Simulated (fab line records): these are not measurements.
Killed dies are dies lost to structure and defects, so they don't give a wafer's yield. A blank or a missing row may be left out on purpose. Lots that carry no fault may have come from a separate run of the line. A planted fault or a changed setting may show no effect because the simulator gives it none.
Which of the tools did it? -- flow nand_harc -- 12 lots with 36 wafers sampled at 5 steps, on a route of 1302 steps

## WHAT EACH GAUGE READ, for each wafer
NHARC_P_STI_OVL_MEAS_10. Usual: overlay_x_nm -1 nm, standard deviation 5.9; overlay_y_nm 1 nm, standard deviation 5.4.
lot,measured,on,overlay_x_nm (nm),overlay_y_nm (nm),flag
L564,day 3 09:52,overlay-01,-8 -9 -8,2 1 1,
L565,day 3 15:31,overlay-01,-4 -4 -4,-11 -11 -11,
L566,day 3 23:55,overlay-02,10 10 9,-10 -9 -10,
L567,day 4 13:58,overlay-02,1 2 1,0 -1 0,
L570,day 5 20:22,overlay-01,-1 -1 0,-7 -7 -8,
L571,day 6 04:10,overlay-01,3 2 2,-8 -8 -8,
L573,day 7 01:40,overlay-01,-1 0 0,-2 -2 -2,
L574,day 7 10:01,overlay-01,-17 -17 -17,6 6 7,
L576,day 8 11:11,overlay-01,0 1 0,9 9 9,
L577,day 8 11:20,overlay-02,3 3 3,3 3 2,
L583,day 11 03:20,overlay-01,-2 -3 -2,7 7 8,
L584,day 11 14:11,overlay-02,-7 -7 -8,1 0 0,

NHARC_P_STI_OCD_MEAS_17. Usual: trench_depth_nm 300 nm, standard deviation 4.6; trench_foot_cd_nm 158.5 nm, standard deviation 2.2.
lot,measured,on,trench_depth_nm (nm),trench_foot_cd_nm (nm),flag
L564,day 3 10:34,ocd-01,290 292 301,160.4 159.8 160.0,
L565,day 3 16:13,ocd-01,298 301 297,160.4 160.6 156.3,
L566,day 4 00:38,ocd-02,305 294 294,157.4 159.8 156.8,
L567,day 4 14:44,ocd-01,299 291 297,159.5 158.6 155.5,
L570,day 5 21:04,ocd-02,306 292 308,155.6 158.8 157.8,
L571,day 6 04:53,ocd-01,299 301 302,156.5 158.2 152.9,
L573,day 7 02:22,ocd-01,299 304 297,150.8 154.1 151.9,
L574,day 7 10:43,ocd-02,303 301 303,160.0 156.6 160.5,
L576,day 8 11:52,ocd-02,299 297 294,159.5 155.3 159.3,
L577,day 8 12:03,ocd-02,300 303 301,159.8 161.2 157.4,
L583,day 11 04:03,ocd-02,303 297 308,155.9 162.4 159.8,
L584,day 11 14:53,ocd-01,298 303 296,161.2 154.5 158.0,

NHARC_END_SORT_01. Usual: killed_at_array 56, standard deviation 19; killed_at_other 0.8, standard deviation 1.1; killed_at_periphery 3.4, standard deviation 2.5; killed_dies 60, standard deviation 19; killed_open 2.9, standard deviation 1.7; killed_short 2.4, standard deviation 1.6.
lot,measured,on,killed_at_array,killed_at_other,killed_at_periphery,killed_dies,killed_open,killed_short,flag
L566,day 25 07:28,prober-02,45 40 35,0 0 1,6 5 5,51 45 41,4 5 4,2 6 1,
L571,day 28 01:08,prober-02,94 93 104,0 0 0,3 2 5,97 95 109,4 2 5,2 1 3,
L573,day 28 11:56,prober-01,76 61 56,0 0 0,3 1 2,79 62 58,2 0 3,0 5 0,
L574,day 29 09:19,prober-01,48 51 48,0 1 0,6 8 3,54 60 51,1 5 0,1 0 3,
L577,day 30 14:42,prober-02,21 24 23,0 1 0,6 6 4,27 31 27,3 6 4,2 2 1,
L584,day 33 12:05,prober-02,50 61 60,1 0 2,4 2 1,55 63 63,2 4 1,1 3 3,

## WHICH TOOL RAN EACH LOT (tool, then ch and the chambers of the sampled wafers, then the start)
lot,NHARC_P_ZERO_WELL_DESCUM_39,NHARC_P_STI_EXPOSE_06
L564,"rie_diel-12 ch 0,1,2, day 2 11:16","krf_scanner-02 ch 0, day 3 09:38"
L565,"rie_diel-09 ch 2,3, day 2 20:16","krf_scanner-02 ch 0, day 3 15:17"
L566,"rie_diel-12 ch 1,2, day 3 06:14","krf_scanner-02 ch 0, day 3 23:41"
L567,"rie_diel-12 ch 2,3, day 3 16:26","krf_scanner-03 ch 0, day 4 13:45"
L570,"rie_diel-02 ch 0,1,3, day 5 02:23","krf_scanner-04 ch 0, day 5 20:08"
L571,"rie_diel-02 ch 0,1,3, day 5 08:25","krf_scanner-04 ch 0, day 6 03:56"
L573,"rie_diel-09 ch 1,2,3, day 6 04:38","krf_scanner-02 ch 0, day 7 01:26"
L574,"rie_diel-09 ch 0,2,3, day 6 14:17","krf_scanner-04 ch 0, day 7 09:46"
L576,"rie_diel-12 ch 0,1,2, day 7 11:11","krf_scanner-04 ch 0, day 8 10:56"
L577,"rie_diel-09 ch 0,3, day 7 20:14","krf_scanner-02 ch 0, day 8 11:07"
L583,"rie_diel-12 ch 0,1,2, day 10 08:31","krf_scanner-03 ch 0, day 11 03:07"
L584,"rie_diel-02 ch 0,1,2, day 10 20:05","krf_scanner-02 ch 0, day 11 13:57"
- NHARC_P_ZERO_WELL_DESCUM_39: chemistry O2, time 3 s.
- NHARC_P_STI_EXPOSE_06: exposes mask P STI, target cd 200 nm.

## WHAT THE TOOLS THEMSELVES READ (means of the sampled wafers that have a number; where no wafer has one, the mark that the record gives instead)
NHARC_P_ZERO_WELL_DESCUM_39. Usual: drypump_motor_current_A 5.85 A, standard deviation 0.26; oes_product_au 1.000 a.u., standard deviation 0.011; rf_vpp_V 58.0 V, standard deviation 0.9; showerhead_plenum_p_Torr 1.94 Torr, standard deviation 0.089; throttle_valve_pct 11.310 %, standard deviation 0.0086.
lot,tool,drypump_motor_current_A (A),oes_product_au (a.u.),rf_vpp_V (V),showerhead_plenum_p_Torr (Torr),throttle_valve_pct (%),flag
L564,rie_diel-12,5.74,1.009,57.7,1.98,11.318,
L565,rie_diel-09,6.02,0.982,57.7,1.84,11.300,
L566,rie_diel-12,5.80,1.007,58.6,1.99,11.317,
L567,rie_diel-12,5.81,1.007,58.7,1.87,11.316,
L570,rie_diel-02,5.66,0.999,58.7,1.98,11.311,
L571,rie_diel-02,5.68,1.003,59.0,1.98,11.312,
L573,rie_diel-09,6.07,0.998,57.6,1.87,11.306,
L574,rie_diel-09,6.10,0.995,57.8,1.91,11.314,
L576,rie_diel-12,5.72,1.006,57.5,1.98,11.315,
L577,rie_diel-09,5.93,0.994,58.1,2.03,11.309,
L583,rie_diel-12,5.73,1.006,57.1,1.97,11.314,
L584,rie_diel-02,5.85,0.991,57.5,1.92,11.307,

NHARC_P_STI_EXPOSE_06. Usual: exposure_dose_mJ_cm2 37.65, standard deviation 0.052; stage_vel_mm_s 500.04 mm/s, standard deviation 0.26.
lot,tool,exposure_dose_mJ_cm2,stage_vel_mm_s (mm/s),flag
L564,krf_scanner-02,37.64,500.11,
L565,krf_scanner-02,37.64,500.18,
L566,krf_scanner-02,37.68,499.90,
L567,krf_scanner-03,37.65,499.94,
L570,krf_scanner-04,37.71,500.12,
L571,krf_scanner-04,37.68,500.16,
L573,krf_scanner-02,37.71,499.67,
L574,krf_scanner-04,37.69,500.08,
L576,krf_scanner-04,37.66,499.99,
L577,krf_scanner-02,37.65,500.14,
L583,krf_scanner-03,37.57,500.01,
L584,krf_scanner-02,37.65,499.81,

## THE ANSWER, worked out from the rows above alone
Rule: a lot is off if the mean of its wafers that have a number lies more than 3 standard deviations from the usual mean. Also off: a lot with no number at a reading for which 4 or more lots have one. Any other lot the step has rows for is counted as sound. After the gauges, taken in route order, come the tools' own readings; for these a lot's mean is taken, as printed above. The first step at which some lot is off is used, and at that step the reading that is off furthest; a lot without a number counts as furthest.
Nothing can be told from this: no lot is off at any reading shown.

## WHAT THE SIMULATOR HAD INSERTED
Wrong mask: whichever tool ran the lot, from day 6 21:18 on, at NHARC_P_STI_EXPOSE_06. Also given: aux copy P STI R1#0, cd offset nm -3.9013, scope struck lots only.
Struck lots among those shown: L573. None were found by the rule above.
